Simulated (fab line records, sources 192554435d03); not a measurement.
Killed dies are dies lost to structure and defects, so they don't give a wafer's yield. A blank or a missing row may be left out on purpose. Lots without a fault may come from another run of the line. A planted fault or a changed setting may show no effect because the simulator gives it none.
Chamber matching | flow n5_finfet | N5_BEOL_M9_DEP_56 on pecvd-01: 3 sister chambers
The step deposits SiCN from 3MS/NH3, target thk 15 nm, time 26.5 s. 3 wafers are shown with their chamber, then 8 later ones without.

WAFERS WITH THEIR CHAMBER
wafer  | chamber | throttle_valve_pct (%)
L083.6 | 2       | 8.9
L084.2 | 0       | 10.1
L087.1 | 1       | 9.7

WAFERS WITHOUT THEIR CHAMBER
wafer  | throttle_valve_pct (%)
L087.3 | 10.0
L087.5 | 9.1
L090.3 | 8.9
L090.5 | 8.9
L090.6 | 9.7
L088.2 | 8.8
L088.3 | 10.0
L088.5 | 8.7

WHICH CHAMBER EACH WENT THROUGH
wafer  | from the rows above     | in truth
L087.3 | can't be placed: 0 or 1 | 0
L087.5 | 2                       | 2
L090.3 | 2                       | 2
L090.5 | 2                       | 2
L090.6 | 1                       | 1
L088.2 | 2                       | 2
L088.3 | can't be placed: 0 or 1 | 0
L088.5 | 2                       | 2
Placed correctly: 6 of 8. Can't be placed from these rows: 2 (the true chamber is among the candidates in 2). Placed wrongly: 0.
How it was worked out, from the rows above alone: a wafer's distance from a chamber is the root of the sum, over the readings, of the square of ((its reading less the chamber's mean) divided by the reading's scatter). The wafer belongs to the nearest chamber; if the next one is less than 2 further off, it can't be placed. A chamber's mean is the mean of its shown wafers. The scatter: with one shown wafer a chamber, the root of the mean of the squares of how far each hidden wafer lies from its nearest shown one.
